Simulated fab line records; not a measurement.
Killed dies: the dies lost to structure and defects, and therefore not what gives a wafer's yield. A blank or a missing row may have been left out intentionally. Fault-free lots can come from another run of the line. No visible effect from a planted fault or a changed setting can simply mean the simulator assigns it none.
A lot that was struck, set against a sound lot :: flow n5Finfet :: 35 out of 1938 route steps
Sound: these wafers, L523.2, L523.3, L523.5. Struck: wafer L532.3 (left out: L532.2, L532.5 of the same lot, which were not struck); the cause appears at the end.
For every step that has rows: the tool of each side, followed by ch and its chambers, followed by its first start. Under that, the readings that differ: sound wafers :: struck wafers :: difference of the means :: sigmas: that difference in standard deviations of wafers without a fault.
alike: readings with means less than 2 such deviations apart, plus words and numbers identical on both sides. not compared: withheld readings, readings lacking a value on some wafer, bounds such as >300 that could conceal the same value, and numbers that have no deviation in the record and whose values overlap.
Wherever a step has rows on one side only, a row that says differs or no value, or a row with sigmas, the two part there. Numbers that don't overlap but have no deviation are shown without sigmas and don't part them. A reading that every wafer of one side lacks parts them only if that side has two wafers or more.

first, 8 steps without rows for these wafers: N5_BEOL_M9_SPUTTER_48 (material Cu, target thk 12 nm, time 2 s); N5_BEOL_M9_ECD_50 (material Cu, target thk 318 nm); N5_BEOL_M9_ANNEAL_51 (time 90 s); N5_BEOL_M9_CMP_52 (polishes, stops on SiCOH lowk, t overpolish 7 s, target thk 140 nm); N5_BEOL_M9_PRE_CLEAN_55 (time 15 s); N5_BEOL_M9_DEP_56 (deposits SiCN from 3MS/NH3, target thk 15 nm, time 26.5 s); N5_BEOL_M10_ILD_DEP_00 (deposits SiCOH lowk from DEMS/porogen, target thk 308.51 nm, time 58 s); N5_BEOL_M10_CURE_71 (cures SiCOH lowk, time 240 s).
N5_BEOL_M10_PECVD_70: deposits SiO2 from TEOS/O2, target thk 20 nm, time 22.7 s.
  sound on pecvd-03 ch 0,2, day 13 20:49; struck on pecvd-03 ch 0, day 15 14:04
reading: model.SiO2_of_BEOL_M10_PECVD_70.thkNm (nm)
sound: 19.6 19.6 20
struck: 14.6
difference: -5.1
sigmas: 
  alike: heaterPowerW, showerheadPlenumPTorr, throttleValvePct
  not compared: sinceWetCleanH
then, 24 steps without rows for these wafers: N5_BEOL_M10_HM_DEP_02 (deposits TiN, target thk 20 nm); N5_BEOL_M10_COAT_59 (time 60 s, resist thk 100 nm); N5_BEOL_M10_COAT_60 (time 60 s, resist thk 30 nm); N5_BEOL_M10_COAT_05 (resist thk 90 nm); N5_BEOL_M10_EBR_07; N5_BEOL_M10_SOFTBAKE_06 (time 60 s); N5_BEOL_M10_EXPOSE_08 (exposes mask M10); N5_BEOL_M10_PEB_09 (peb time 60 s); N5_BEOL_M10_DEVELOP_10 (develop time 30 s); N5_BEOL_M10_DESCUM_16 (chemistry O2, time 7.9 s); N5_BEOL_M10_ETCH_61 (etches SiARC in CF4, target depth 39 nm, time 65 s); N5_BEOL_M10_ETCH_62 (etches SOC in N2/H2, target depth 110 nm, overetch 22 nm, time 165 s); N5_BEOL_M10_STRIP_68 (strips in N2/H2); N5_BEOL_M10_STRIP_67 (strips in CF4); N5_BEOL_M10_HM_OPEN_17 (chemistry Cl2/BCl3, target TiN, target depth 20 nm, overetch 6 nm); N5_BEOL_M10_STRIP_19 (strips in O2); N5_BEOL_M10_COAT_63 (time 60 s, resist thk 100 nm); N5_BEOL_M10_COAT_64 (time 60 s, resist thk 30 nm); N5_BEOL_M10_COAT_22 (resist thk 90 nm); N5_BEOL_M10_EBR_24; N5_BEOL_M10_SOFTBAKE_23 (time 60 s); N5_BEOL_M10_EXPOSE_25 (exposes mask V9); N5_BEOL_M10_PEB_26 (peb time 60 s); N5_BEOL_M10_DEVELOP_27 (develop time 30 s).
N5_BEOL_M10_HM_STRIP_39: strips TiN in peroxide tin strip, target depth 25 nm, time 158 s.
  sound on wetBench-05 ch 0,1,7, day 14 00:47; struck on wetBench-04 ch 7, day 15 17:30
reading: model.SiO2_of_BEOL_M10_PECVD_70.thkNm (nm)
sound: 19.4 19.4 19.8
struck: 14.4
difference: -5.1
sigmas: 
  alike: bathHeatDutyPct
N5_BEOL_M10_CMP_52: polishes, stops on SiCOH lowk, t overpolish 7 s, target thk 140 nm.
  sound on cmp-02 ch 0,1,3, day 14 04:48; struck on cmp-04 ch 3, day 15 19:56
reading: barrierFieldEndpointS (s)
sound: 28.2 28.9 29.1
struck: 22.1
difference: -6.6
sigmas: -11
  alike: motorCurrentA
  not compared: padLifeWafers

== WHERE THEY PART ==
Within this record, at N5_BEOL_M10_CMP_52 only.

WHY: what the simulator had put in
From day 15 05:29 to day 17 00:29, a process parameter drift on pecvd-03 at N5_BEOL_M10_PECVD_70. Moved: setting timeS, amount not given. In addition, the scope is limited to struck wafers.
